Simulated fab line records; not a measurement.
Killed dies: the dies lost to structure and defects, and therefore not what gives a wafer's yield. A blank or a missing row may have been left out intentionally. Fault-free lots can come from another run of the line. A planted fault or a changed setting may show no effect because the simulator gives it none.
Chamber matching -- flow n5Finfet -- N5_BEOL_M5_CURE_80 on uvCure-01: 3 sister chambers
The step cures SiCOH lowk, time 120 s. 3 wafers are shown with their chamber, then 12 later ones without.

## WAFERS, EACH WITH ITS CHAMBER
wafer,chamber,lampPowerPct (%)
L082.6,1,52.32
L085.4,0,52.33
L090.4,2,52.34

## WAFERS MISSING THEIR CHAMBER
wafer,lampPowerPct (%)
L093.1,52.27
L093.2,52.32
L093.5,52.31
L097.2,52.36
L097.3,52.28
L097.5,52.34
L095.1,52.33
L095.3,52.39
L095.5,52.20
L096.1,52.31
L096.3,52.24
L096.5,52.38

## WHICH CHAMBER EACH ONE RAN IN
wafer,from the rows above,in truth
L093.1,can't be placed: 1 or 0 or 2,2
L093.2,can't be placed: 1 or 0 or 2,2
L093.5,can't be placed: 1 or 0 or 2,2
L097.2,can't be placed: 2 or 0 or 1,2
L097.3,can't be placed: 1 or 0 or 2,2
L097.5,can't be placed: 2 or 0 or 1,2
L095.1,can't be placed: 0 or 1 or 2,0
L095.3,can't be placed: 2 or 0 or 1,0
L095.5,can't be placed: 1 or 0 or 2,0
L096.1,can't be placed: 1 or 0 or 2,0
L096.3,can't be placed: 1 or 0 or 2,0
L096.5,can't be placed: 2 or 0 or 1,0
Correctly placed: 0 of 12. Can't be placed from these rows: 12 (the true chamber is among the candidates in 12). 0 placed wrongly.
How it was worked out, from the rows above alone: a wafer's distance from a chamber is the root of the sum, over the readings, of the square of ((its reading less the chamber's mean) divided by the reading's scatter). The wafer belongs to the nearest chamber; if the next one is less than 2 further off, it can't be placed. For every chamber, the mean is computed from those of its wafers that are shown. The scatter: with one shown wafer a chamber, the root of the mean of the squares of how far each hidden wafer lies from its nearest shown one.
